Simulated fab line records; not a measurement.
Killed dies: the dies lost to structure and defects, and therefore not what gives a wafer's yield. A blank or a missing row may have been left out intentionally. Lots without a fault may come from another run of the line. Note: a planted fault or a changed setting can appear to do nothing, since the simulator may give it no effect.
fab line records + flow n5-finfet
[record]
- lots = 11
- wafers = 32
- last-day = 17
route steps=1938 shown BEOL_M7@1317 BEOL_M8@1332 PASSIVATION@1936
lots untouched by any fault: they come from a run of this same line in which no faults occurred
start-h: start of the lot's first displayed wafer, in hours after the record's first day + wait-h: hours elapsed since this lot's preceding step + " repeats the value in the row above + L1.1+2: one row covering several wafers at once + - either no value or no given start + * or withheld: withheld + < > ~ a bound
route shown NAME@n: names a module that has steps shown in the file, with the first one's number in the route + usual: mean/standard deviation taken from wafers without a fault + same: alike in all rows + chamber/n: place in a boat + sites: per-site readings + _std_site: standard deviation of those values + _edge_site: the outer-site mean with the inner-site mean subtracted + radius-mm: how far each site lies from the wafer's centre + mask NAME#n: copy n + behind: the last tool/chamber to shape the wafer + hold: reason for holding the lot/hours on hold/outcome of the hold + device: the transistor (n, p or np) that didn't switch + end of line: tests of these same wafers at the route's end + a step with no rows: only its recipe + killed: dies that structure and defects cost at the first sort, which is not the same as the wafer's yield + map: the dies of a wafer, with x for killed, . for not killed, _ for no die there
set.NAME: the setting as run; set.NAME@STEP: as run at that earlier step + model.NAME: the simulator's own value behind a step, which no gauge read
a sample of lots followed through the steps of the route, with each step as a table and each wafer as a row
services: from which hour (start-h, from the record's first day; less than 0 if before it) a tool's chamber was out of use, for how many hours, and why
[[steps]]
[step N5_BEOL_M7_CURE_75]
[recipe]
- temp-c = 370
- time-s = 120
- ambient = DMADMS/He
- material = SiCOH_lowk
[usual]
- lamp-power-pct = 52.31/0.055
- wafer_temp_C_max = 371.8/0.59
| lot.wafer | tool       | chamber | start-h | wait-h | lamp-power-pct | wafer_temp_C_max |
|-----------|------------|---------|---------|--------|----------------|------------------|
| L608.1    | uv-cure-02 | 0       | 198.62  | 0.0    | 52.22          | 373.1            |
| L608.3    | "          | 0       | "       | "      | 52.20          | 371.9            |
| L608.6    | "          | 0       | "       | "      | 52.28          | 371.8            |
| L609.1    | uv-cure-02 | 1       | 219.35  | 0.4    | 52.35          | 371.3            |
| L609.2    | "          | 1       | "       | "      | 52.24          | 372.1            |
| L609.3    | "          | 1       | "       | "      | 52.35          | 371.8            |
| L616.1    | uv-cure-01 | 2       | 245.41  | 0.0    | 52.30          | 371.5            |
| L616.3    | "          | 2       | "       | "      | 52.38          | 371.0            |
| L616.6    | "          | 2       | "       | "      | 52.29          | 371.4            |
| L618.4    | uv-cure-03 | 0       | 260.37  | 0.2    | 52.21          | 370.9            |
| L618.5    | "          | 0       | "       | "      | 52.23          | 371.2            |
| L618.6    | "          | 0       | "       | "      | 52.31          | 370.9            |
| L620.2    | uv-cure-03 | 0       | 266.49  | 0.1    | 52.29          | 371.5            |
| L620.5    | "          | 0       | "       | "      | 52.31          | 371.4            |
| L620.6    | "          | 0       | "       | "      | 52.25          | 371.2            |
| L621.1    | uv-cure-03 | 0       | 275.90  | 0.0    | 52.28          | 370.7            |
| L621.2    | "          | 0       | "       | "      | 52.28          | 371.1            |
| L621.6    | "          | 0       | "       | "      | 52.27          | 370.9            |
| L622.1    | uv-cure-01 | 2       | 280.71  | 0.0    | 52.27          | 371.5            |
| L622.3    | "          | 2       | "       | "      | 52.29          | 371.5            |
| L622.5    | "          | 2       | "       | "      | 52.35          | 371.4            |
| L623.3    | uv-cure-01 | 2       | 287.39  | 0.3    | 52.25          | 371.2            |
| L623.4    | "          | 2       | "       | "      | 52.39          | 371.9            |
| L623.6    | "          | 2       | "       | "      | 52.43          | 371.4            |
| L627.1    | uv-cure-01 | 2       | 316.63  | 0.0    | 52.36          | 371.4            |
| L627.5    | "          | 2       | "       | "      | 52.29          | 370.8            |
| L627.6    | "          | 2       | "       | "      | 52.29          | 371.2            |
| L628.2    | uv-cure-01 | 1       | 319.04  | 0.1    | 52.33          | 370.9            |
| L628.3    | "          | 1       | "       | "      | 52.36          | 371.4            |
| L628.5    | "          | 1       | "       | "      | 52.35          | 371.1            |
| L629.1    | uv-cure-03 | 2       | 319.28  | 0.2    | 52.32          | 372.4            |
| L629.5    | "          | 2       | "       | "      | 52.25          | 371.6            |
[step N5_BEOL_M7_SURFACE_TREAT_79]
[recipe]
- gas = Ar
- time-s = *
- ion-energy-ev = *
- ion-current-ma-cm2 = 0.5
- pressure-mtorr = *
- ar-flow-sccm = 30
[usual]
- ar-flow-sccm = 30.00/0.079
- throttle-valve-pct = *
| lot.wafer | tool           | chamber | start-h | wait-h | ar-flow-sccm | throttle-valve-pct |
|-----------|----------------|---------|---------|--------|--------------|--------------------|
| L608.1    | pvd-sputter-01 | -       | 199.93  | 0.3    | 30.17        | *                  |
| L608.3    | "              | -       | "       | "      | 30.06        | *                  |
| L608.6    | "              | -       | "       | "      | 29.93        | *                  |
| L609.1    | pvd-sputter-03 | -       | 220.31  | 0.3    | 30.00        | *                  |
| L609.2    | "              | -       | "       | "      | 29.96        | *                  |
| L609.3    | "              | -       | "       | "      | 30.03        | *                  |
| L616.1    | pvd-sputter-01 | -       | 247.13  | 0.4    | 29.87        | *                  |
| L616.3    | "              | -       | "       | "      | 30.07        | *                  |
| L616.6    | "              | -       | "       | "      | 30.06        | *                  |
| L618.4    | pvd-sputter-03 | -       | 261.64  | 0.2    | 30.03        | *                  |
| L618.5    | "              | -       | "       | "      | 29.80        | *                  |
| L618.6    | "              | -       | "       | "      | 30.10        | *                  |
| L620.2    | pvd-sputter-01 | -       | 267.22  | 0.2    | 30.05        | *                  |
| L620.5    | "              | -       | "       | "      | 29.96        | *                  |
| L620.6    | "              | -       | "       | "      | 29.91        | *                  |
| L621.1    | pvd-sputter-02 | -       | 276.98  | 0.2    | 30.05        | *                  |
| L621.2    | "              | -       | "       | "      | 29.96        | *                  |
| L621.6    | "              | -       | "       | "      | 29.91        | *                  |
| L622.1    | pvd-sputter-01 | -       | 282.67  | 0.2    | 29.91        | *                  |
| L622.3    | "              | -       | "       | "      | 30.10        | *                  |
| L622.5    | "              | -       | "       | "      | 29.86        | *                  |
| L623.3    | pvd-sputter-03 | -       | 288.78  | 0.2    | 29.91        | *                  |
| L623.4    | "              | -       | "       | "      | 29.97        | *                  |
| L623.6    | "              | -       | "       | "      | 30.08        | *                  |
| L627.1    | pvd-sputter-01 | -       | 317.78  | 0.2    | 30.03        | *                  |
| L627.5    | "              | -       | "       | "      | 29.98        | *                  |
| L627.6    | "              | -       | "       | "      | 29.92        | *                  |
| L628.2    | pvd-sputter-01 | -       | 320.34  | 0.4    | 30.01        | *                  |
| L628.3    | "              | -       | "       | "      | 29.99        | *                  |
| L628.5    | "              | -       | "       | "      | 30.11        | *                  |
| L629.1    | pvd-sputter-02 | -       | 321.84  | 1.7    | 30.10        | *                  |
| L629.5    | "              | -       | "       | "      | 30.02        | *                  |
[step N5_BEOL_M7_ANNEAL_51]
[recipe]
- temp-c = 225
- time-s = 90
- ambient = N2
[usual]
- anneal-temp-c-max = 225.95/0.26
- wafer_temp_C_max = 225.79/0.28
| lot.wafer | tool          | chamber | start-h | wait-h | anneal-temp-c-max | wafer_temp_C_max |
|-----------|---------------|---------|---------|--------|-------------------|------------------|
| L608.1    | rtp-anneal-02 | 0       | 200.51  | 0.2    | 226.42            | 226.10           |
| L608.3    | "             | 0       | "       | "      | 226.35            | 225.97           |
| L608.6    | "             | 0       | "       | "      | 226.18            | 225.97           |
| L609.1    | rtp-anneal-02 | 0       | 221.01  | 0.3    | 226.15            | 225.86           |
| L609.2    | "             | 0       | "       | "      | 226.31            | 225.88           |
| L609.3    | "             | 0       | "       | "      | 226.00            | 225.84           |
| L616.1    | rtp-anneal-02 | 0       | 247.61  | 0.1    | 226.13            | 225.95           |
| L616.3    | "             | 0       | "       | "      | 226.15            | 226.40           |
| L616.6    | "             | 0       | "       | "      | 226.05            | 226.22           |
| L618.4    | rtp-anneal-02 | 0       | 262.62  | 0.5    | 226.47            | 226.08           |
| L618.5    | "             | 0       | "       | "      | 226.01            | 225.87           |
| L618.6    | "             | 0       | "       | "      | 226.11            | 225.93           |
| L620.2    | rtp-anneal-01 | 0       | 268.10  | 0.3    | 225.64            | 225.59           |
| L620.5    | "             | 0       | "       | "      | 225.53            | 225.48           |
| L620.6    | "             | 0       | "       | "      | 225.56            | 225.75           |
| L621.1    | rtp-anneal-02 | 0       | 277.80  | 0.4    | 226.13            | 225.83           |
| L621.2    | "             | 0       | "       | "      | 226.22            | 225.86           |
| L621.6    | "             | 0       | "       | "      | 225.67            | 226.12           |
| L622.1    | rtp-anneal-01 | 0       | 283.36  | 0.3    | 226.23            | 225.19           |
| L622.3    | "             | 0       | "       | "      | 225.59            | 225.41           |
| L622.5    | "             | 0       | "       | "      | 226.23            | 225.25           |
| L623.3    | rtp-anneal-01 | 0       | 289.73  | 0.3    | 225.64            | 225.54           |
| L623.4    | "             | 0       | "       | "      | 225.78            | 225.52           |
| L623.6    | "             | 0       | "       | "      | 225.92            | 225.56           |
| L627.1    | rtp-anneal-01 | 0       | 318.34  | 0.1    | 225.82            | 225.33           |
| L627.5    | "             | 0       | "       | "      | 226.01            | 225.64           |
| L627.6    | "             | 0       | "       | "      | 226.21            | 225.91           |
| L628.2    | rtp-anneal-02 | 0       | 322.13  | 0.1    | 226.00            | 226.50           |
| L628.3    | "             | 0       | "       | "      | 225.87            | 226.02           |
| L628.5    | "             | 0       | "       | "      | 225.81            | 226.10           |
| L629.1    | rtp-anneal-01 | 0       | 322.27  | 0.1    | 225.74            | 225.87           |
| L629.5    | "             | 0       | "       | "      | 226.12            | 225.75           |
[step N5_BEOL_M8_ILD_DEP_00]
[recipe]
- material = SiCOH_lowk
- target-thk-a = 1797.5
- temp-c = 300
- precursor = DEMS/porogen
- pressure-torr = 5
- rf-w = 500
- time-s = 33.4
[usual]
- heater-power-w = 308/52
- showerhead-plenum-p-Torr = 5.728/0.019
- susceptor-temp-C = 299.98/0.21
- throttle-valve-pct = 14.1/0.76
| lot.wafer | tool     | chamber | start-h | wait-h | heater-power-w | showerhead-plenum-p-Torr | susceptor-temp-C | throttle-valve-pct |
|-----------|----------|---------|---------|--------|----------------|--------------------------|------------------|--------------------|
| L608.1    | pecvd-01 | 2       | 201.30  | 0.0    | 316            | 5.712                    | 300.10           | 14.4               |
| L608.3    | "        | 0       | "       | "      | 382            | 5.714                    | 299.89           | 13.5               |
| L608.6    | "        | 0       | "       | "      | 381            | 5.722                    | 300.11           | 13.5               |
| L609.1    | pecvd-02 | 2       | 221.81  | 0.0    | 292            | 5.743                    | 299.71           | 13.3               |
| L609.2    | "        | 1       | "       | "      | 252            | 5.738                    | 300.08           | 13.6               |
| L609.3    | "        | 0       | "       | "      | 298            | 5.738                    | 300.19           | 14.8               |
| L616.1    | pecvd-01 | 2       | 248.42  | 0.0    | 253            | 5.716                    | -                | 13.7               |
| L616.3    | "        | 1       | "       | "      | 258            | 5.693                    | 300.04           | 15.3               |
| L616.6    | "        | 2       | "       | "      | 259            | 5.723                    | -                | 13.6               |
| L618.4    | pecvd-01 | 1       | 263.29  | 0.1    | 254            | 5.701                    | 299.88           | 15.4               |
| L618.5    | "        | 2       | "       | "      | 250            | 5.724                    | -                | 13.6               |
| L618.6    | "        | 0       | "       | "      | 364            | 5.725                    | 300.27           | 13.5               |
| L620.2    | pecvd-02 | 2       | 268.84  | 0.0    | 295            | 5.735                    | 300.00           | 13.7               |
| L620.5    | "        | 2       | "       | "      | 294            | 5.742                    | 300.03           | 13.4               |
| L620.6    | "        | 0       | "       | "      | 295            | 5.744                    | 299.86           | 15.0               |
| L621.1    | pecvd-04 | 0       | 278.58  | 0.0    | 374            | 5.754                    | 300.20           | 14.1               |
| L621.2    | "        | 1       | "       | "      | 327            | 5.746                    | 299.37           | 13.7               |
| L621.6    | "        | 0       | "       | "      | 371            | 5.753                    | 300.03           | 14.1               |
| L622.1    | pecvd-02 | 0       | 284.16  | 0.0    | 371            | 5.748                    | 300.09           | 14.9               |
| L622.3    | "        | 1       | "       | "      | 244            | 5.722                    | 300.38           | 13.5               |
| L622.5    | "        | 0       | "       | "      | 376            | 5.738                    | 299.81           | 15.0               |
| L623.3    | pecvd-02 | 1       | 290.45  | 0.0    | 240            | 5.738                    | 299.96           | 13.7               |
| L623.4    | "        | 0       | "       | "      | 359            | 5.758                    | 299.87           | 14.9               |
| L623.6    | "        | 1       | "       | "      | 246            | 5.744                    | 299.95           | 13.6               |
| L627.1    | pecvd-02 | 1       | 319.12  | 0.0    | 228            | 5.720                    | 300.11           | 13.4               |
| L627.5    | "        | 0       | "       | "      | 369            | 5.742                    | 300.20           | 15.1               |
| L627.6    | "        | 1       | "       | "      | 244            | 5.723                    | 299.85           | 13.7               |
| L628.2    | pecvd-01 | 1       | 322.96  | 0.0    | 285            | 5.706                    | 299.95           | 15.4               |
| L628.3    | "        | 0       | "       | "      | 369            | 5.726                    | 299.79           | 13.5               |
| L628.5    | "        | 0       | "       | "      | 378            | 5.728                    | 299.97           | 13.4               |
| L629.1    | pecvd-02 | 0       | 323.06  | 0.0    | 311            | 5.736                    | 300.06           | 14.9               |
| L629.5    | "        | 2       | "       | "      | 307            | 5.729                    | 300.18           | 13.6               |
[step N5_BEOL_M8_THK_MEAS_01]
[recipe]
- reads = SiCOH_lowk_of_BEOL_M8_ILD_DEP_00
[usual]
- M8_ILD_THK = 154.6/1.9
| lot.wafer | tool          | chamber | start-h | wait-h | M8_ILD_THK[nm] |
|-----------|---------------|---------|---------|--------|----------------|
| L608.1    | film-metro-02 | -       | 202.36  | 0.8    | 154.1          |
| L608.3    | "             | -       | "       | "      | 155.3          |
| L608.6    | "             | -       | "       | "      | 156.3          |
| L609.1    | film-metro-01 | -       | 223.12  | 0.4    | 153.2          |
| L609.2    | "             | -       | "       | "      | 153.0          |
| L609.3    | "             | -       | "       | "      | 151.1          |
| L616.1    | film-metro-01 | -       | 249.50  | 0.8    | 145.9          |
| L616.3    | "             | -       | "       | "      | 154.5          |
| L616.6    | "             | -       | "       | "      | 148.8          |
| L618.4    | film-metro-02 | -       | 263.85  | 0.2    | 154.0          |
| L618.5    | "             | -       | "       | "      | 147.9          |
| L618.6    | "             | -       | "       | "      | 154.7          |
| L620.2    | film-metro-02 | -       | 269.41  | 0.4    | 154.0          |
| L620.5    | "             | -       | "       | "      | 156.2          |
| L620.6    | "             | -       | "       | "      | 154.9          |
| L621.1    | film-metro-01 | -       | 279.16  | 0.4    | 153.6          |
| L621.2    | "             | -       | "       | "      | 151.4          |
| L621.6    | "             | -       | "       | "      | 155.1          |
| L622.1    | film-metro-01 | -       | 284.74  | 0.4    | 154.8          |
| L622.3    | "             | -       | "       | "      | 155.1          |
| L622.5    | "             | -       | "       | "      | 156.9          |
| L623.3    | film-metro-02 | -       | 291.03  | 0.3    | 154.5          |
| L623.4    | "             | -       | "       | "      | 154.3          |
| L623.6    | "             | -       | "       | "      | 156.4          |
| L627.1    | film-metro-02 | -       | 320.53  | 0.8    | 153.5          |
| L627.5    | "             | -       | "       | "      | 153.0          |
| L627.6    | "             | -       | "       | "      | 155.9          |
| L629.1    | film-metro-02 | -       | 323.64  | 0.4    | 153.0          |
| L629.5    | "             | -       | "       | "      | 157.7          |
| L628.2    | film-metro-02 | -       | 324.02  | 0.7    | 152.7          |
| L628.3    | "             | -       | "       | "      | 152.9          |
| L628.5    | "             | -       | "       | "      | 157.0          |
[step N5_PASSIVATION_PROBE_49]
[usual]
- defect-limited-yield = 91.5/1.4
- killed_at_M0_to_M3 = 32/9.7
- killed_at_M4_up = 14/5.3
- killed-at-contacts = 11/6
- killed-at-front-end = 39/14
- killed-at-other = 3.3/2.7
- killed-dies = 100/17
- killed-open = 66/13
- killed-short = 32/7.4
- sort_bin_4_leakage = 0.02/0.16
- sort_bin_5_function = 4.9/0.9
- sort_bin_6_memory = 3.2/0.72
- sort_bin_8_speed = 0.00/0.0071
- sort-n-pass = 1080/17
- sort-yield-pct = 91.5/1.4
[same]
- gross-dies = 1180
- killed-at-back-side = 0
| lot.wafer | tool      | chamber | start-h | wait-h | defect-limited-yield[%] | killed_at_M0_to_M3 | killed_at_M4_up | killed-at-contacts | killed-at-front-end | killed-at-other | killed-dies | killed-open | killed-short | sort_bin_4_leakage[%] | sort_bin_5_function[%] | sort_bin_6_memory[%] | sort_bin_8_speed[%] | sort-n-pass | sort-yield-pct[%] |
|-----------|-----------|---------|---------|--------|-------------------------|--------------------|-----------------|--------------------|---------------------|-----------------|-------------|-------------|--------------|-----------------------|------------------------|----------------------|---------------------|-------------|-------------------|
| L620.2    | prober-01 | -       | 337.44  | 0.1    | 91.7                    | 34                 | 10              | 18                 | 35                  | 1               | 98          | 58          | 39           | 0                     | 5.3                    | 2.7                  | 0                   | 1082        | 91.7              |
| L618.4    | prober-01 | -       | 341.66  | 0.2    | 93.0                    | 31                 | 8               | 12                 | 30                  | 2               | 83          | 57          | 24           | 0                     | 4.0                    | 2.7                  | 0                   | 1097        | 93.0              |
| L618.5    | prober-01 | -       | 341.71  | 0.2    | 91.4                    | 34                 | 15              | 10                 | 38                  | 5               | 102         | 65          | 37           | 0                     | 5.8                    | 2.8                  | 0                   | 1078        | 91.4              |
| L618.6    | prober-01 | -       | 341.76  | 0.3    | 91.7                    | 36                 | 14              | 14                 | 31                  | 3               | 98          | 60          | 35           | 0                     | 4.5                    | 3.6                  | 0                   | 1082        | 91.7              |
| L621.2    | prober-01 | -       | 342.79  | 0.1    | 92.4                    | 30                 | 17              | 8                  | 33                  | 2               | 90          | 56          | 33           | 0                     | 4.5                    | 3.1                  | 0                   | 1090        | 92.4              |
| L622.1    | prober-02 | -       | 355.56  | 0.0    | 91.6                    | 29                 | 14              | 17                 | 34                  | 5               | 99          | 70          | 28           | 0                     | 5.6                    | 2.7                  | 0                   | 1081        | 91.6              |
| L622.3    | prober-02 | -       | 355.66  | 0.1    | 92.5                    | 36                 | 13              | 8                  | 27                  | 4               | 88          | 53          | 35           | 0                     | 4.2                    | 3.1                  | 0                   | 1092        | 92.5              |
| L622.5    | prober-02 | -       | 355.76  | 0.2    | 91.1                    | 39                 | 10              | 12                 | 35                  | 9               | 105         | 68          | 37           | 0                     | 4.8                    | 3.2                  | 0                   | 1075        | 91.1              |
// killed by level:class
L620.2 MOL_CONTACT_COAG:geometric-particle:open=14 BEOL_M0_SAQP:geometric-particle:open=13 BEOL_M0_SAQP:geometric-particle:short=11 STI_FIN_REVEAL:geometric-particle:open=8 FIN_SAQP:geometric-particle:short=7 FIN_SAQP:geometric-particle:open=6 BEOL_M4:geometric-particle:open=5 GATE_CUT:geometric-particle:short=4
L618.4 MOL_CONTACT_COAG:geometric-particle:open=11 BEOL_M3:geometric-particle:open=9 STI_FIN_REVEAL:geometric-particle:open=6 FIN_SAQP:geometric-particle:short=5 BEOL_M0_SAQP:geometric-particle:short=5 BEOL_M0:geometric-particle:open=4 FIN_SAQP:geometric-particle:open=3 GATE_CUT:geometric-particle:short=3
L618.5 FIN_SAQP:geometric-particle:short=10 MOL_CONTACT_COAG:geometric-particle:open=10 BEOL_M4:geometric-particle:open=8 STI_FIN_REVEAL:geometric-particle:open=7 FIN_SAQP:geometric-particle:open=6 BEOL_M2:geometric-particle:open=6 BEOL_M3:geometric-particle:open=6 GATE_CUT:geometric-particle:short=5
L618.6 FIN_SAQP:geometric-particle:open=11 MOL_CONTACT_COAG:geometric-particle:open=11 BEOL_M0_SAQP:geometric-particle:short=9 BEOL_M2:geometric-particle:open=7 BEOL_M4:geometric-particle:open=7 FIN_SAQP:geometric-particle:short=6 BEOL_M1:geometric-particle:open=5 MOL_CONTACT_COAG:geometric-particle:short=3
L621.2 FIN_SAQP:geometric-particle:short=9 FIN_SAQP:geometric-particle:open=8 BEOL_M2:geometric-particle:open=8 DUMMY_GATE:geometric-particle:open=7 MOL_CONTACT_COAG:geometric-particle:open=5 BEOL_M0_SAQP:geometric-particle:short=5 BEOL_M0_SAQP:geometric-particle:open=4 BEOL_M8:geometric-particle:open=4
L622.1 MOL_CONTACT_COAG:geometric-particle:open=14 STI_FIN_REVEAL:geometric-particle:open=11 BEOL_M4:geometric-particle:open=11 BEOL_M0:geometric-particle:open=7 BEOL_M0_SAQP:geometric-particle:short=6 FIN_SAQP:geometric-particle:short=5 DUMMY_GATE:geometric-particle:short=4 BEOL_M0_SAQP:geometric-particle:open=4
L622.3 BEOL_M0_SAQP:geometric-particle:open=16 BEOL_M0_SAQP:geometric-particle:short=11 MOL_CONTACT_COAG:geometric-particle:open=7 FIN_SAQP:geometric-particle:open=5 FIN_SAQP:geometric-particle:short=5 STI_FIN_REVEAL:geometric-particle:open=5 BEOL_M4:geometric-particle:open=5 BEOL_M2:geometric-particle:open=4
L622.5 BEOL_M0_SAQP:geometric-particle:short=20 STI_FIN_REVEAL:geometric-particle:open=14 MOL_CONTACT_COAG:geometric-particle:open=12 BEOL_M0_SAQP:geometric-particle:open=7 FIN_SAQP:geometric-particle:open=5 BEOL_M3:geometric-particle:open=5 BEOL_M4:geometric-particle:open=5 BEOL_M2:geometric-particle:open=4
[[services]]
| tool       | chamber | start-h | hours | kind                          |
|------------|---------|---------|-------|-------------------------------|
| pecvd-01   | 2       | 202.38  | -     | clean                         |
| pecvd-01   | 2       | 202.38  | -     | consumable-replace:showerhead |
| pecvd-01   | 2       | 202.38  | 29.0  | scheduled-down                |
| pecvd-01   | 2       | 202.38  | 29.0  | vent-cycle                    |
| uv-cure-01 | -       | 215.37  | 28.1  | pm                            |
| pecvd-01   | 0       | 232.98  | 16.5  | scheduled-down                |
| pecvd-02   | -       | 245.16  | 1.7   | repair                        |
| uv-cure-02 | -       | 289.28  | 1.5   | repair                        |
| uv-cure-03 | -       | 294.98  | 7.5   | pm                            |
| pecvd-02   | 1       | 295.01  | 5.5   | scheduled-down                |
| pecvd-01   | 0       | 297.92  | 5.5   | scheduled-down                |
| pecvd-04   | -       | 298.18  | 0.4   | repair                        |
| pecvd-04   | 0       | 299.97  | -     | calibration                   |
| uv-cure-02 | -       | 303.77  | 1.3   | repair                        |
| uv-cure-01 | -       | 308.01  | 1.1   | repair                        |
| pecvd-04   | -       | 310.59  | 0.5   | repair                        |
| pecvd-04   | -       | 318.37  | 0.7   | repair                        |
[[key]]
[first-sign]
- step = N5_BEOL_M8_THK_MEAS_01
- reading = M8_ILD_THK
- direction = down
- sigmas = 3.8
- usual = 154.6
- struck = 147.5
effect none on later readings
met-at N5_BEOL_M8_ILD_DEP_00
struck-lots L616,L618
struck-wafers L616.1,L616.6,L618.5
not-acting-at N5_BEOL_M7_CURE_75,N5_BEOL_M7_SURFACE_TREAT_79,N5_BEOL_M7_ANNEAL_51
onset-between 201.30 248.42
[fault]
- kind = process-parameter-drift
- tool = pecvd-01
- chamber = 2
- onset-h = 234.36
- steps = N5_BEOL_M8_ILD_DEP_00
- channel = time-s
- offset = *
- shape = step
- end-h = 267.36
- acts-in = *
- stated = *
